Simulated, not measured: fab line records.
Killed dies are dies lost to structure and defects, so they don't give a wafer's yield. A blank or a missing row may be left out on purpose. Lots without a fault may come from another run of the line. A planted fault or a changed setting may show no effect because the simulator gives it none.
Matching of chambers | flow nand harc | NHARC_A_STAIRCASE_DEP_322 on pecvd-04 has 3 sister chambers
The step deposits SiO2, target thk 7200 nm. 20 wafers are shown with their chamber, then 10 later ones without.

## WAFERS PAIRED WITH THEIR CHAMBERS
wafer  | chamber | heater power outer w (W) | heater power w (W) | susceptor temp C (C)
L075.2 | 2       | 459                      | 828                | 399.87
L075.4 | 1       | 466                      | 729                | 400.00
L075.5 | 2       | 383                      | 736                | 400.03
L077.1 | 2       | 442                      | 819                | 400.02
L077.4 | 0       | 364                      | 673                | 400.01
L077.5 | 1       | 466                      | 738                | 399.79
L084.1 | 1       | 457                      | 727                | 400.46
L084.2 | 0       | 448                      | 788                | 400.39
L084.6 | 0       | 355                      | 623                | 400.40
L085.1 | 2       | 455                      | 812                | 400.23
L085.4 | 2       | 383                      | 715                | 399.97
L085.5 | 0       | 340                      | 645                | 400.28
L086.1 | 0       | 422                      | 735                | 399.85
L086.3 | 2       | 491                      | 845                | 399.80
L086.4 | 1       | 468                      | 735                | 399.60
L088.1 | 1       | 577                      | 887                | 399.84
L088.5 | 2       | 382                      | 709                | 399.63
L088.6 | 1       | 451                      | 732                | 400.24
L092.2 | 0       | 433                      | 758                | 399.95
L092.3 | 1       | 477                      | 740                | 400.05

SIGNATURES, as means of the wafers listed above
reading              | chamber 0 | chamber 1 | chamber 2 | scatter within a chamber
heater power outer w | 393.67    | 480.29    | 427.86    | 44.7
heater power w       | 703.67    | 755.43    | 780.57    | 60.7
susceptor temp C     | 400.1467  | 399.9971  | 399.9357  | 0.243
Rule: a wafer lies at a distance from a chamber equal to the root of the sum of squares, over the readings, of (its reading less the chamber's mean, divided by the reading's scatter). The wafer belongs to the nearest chamber; if the next one is less than 2 further off, it can't be placed. How the scatter is found: for the shown wafers, subtract from each reading the mean of its chamber, square and add these, divide the total by (wafers less chambers), then take the root.

## WAFERS WITHOUT THEIR CHAMBER
wafer  | heater power outer w (W) | heater power w (W) | susceptor temp C (C)
L092.5 | 457                      | 737                | 400.07
L093.2 | 527                      | 812                | 399.97
L093.4 | 390                      | 715                | 399.98
L093.5 | 348                      | 616                | 400.40
L095.3 | 375                      | 658                | 400.09
L095.4 | 459                      | 731                | 400.22
L095.6 | 345                      | 616                | 399.97
L097.1 | 433                      | 759                | 400.26
L097.4 | 370                      | 705                | 400.12
L097.5 | 440                      | 705                | 399.90

## CHAMBER TAKEN BY EACH
wafer  | from the rows above          | in truth
L092.5 | can't be placed: 1 or 2 or 0 | 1
L093.2 | can't be placed: 1 or 2      | 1
L093.4 | can't be placed: 0 or 2 or 1 | 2
L093.5 | can't be placed: 0 or 2      | 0
L095.3 | can't be placed: 0 or 2 or 1 | 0
L095.4 | can't be placed: 1 or 0 or 2 | 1
L095.6 | can't be placed: 0 or 2 or 1 | 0
L097.1 | can't be placed: 0 or 2 or 1 | 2
L097.4 | can't be placed: 0 or 2      | 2
L097.5 | can't be placed: 2 or 1 or 0 | 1
Placed correctly: 0 of 10. From these rows, 10 cannot be placed; in 10 the true chamber is one of the candidates. Number placed wrongly: 0.
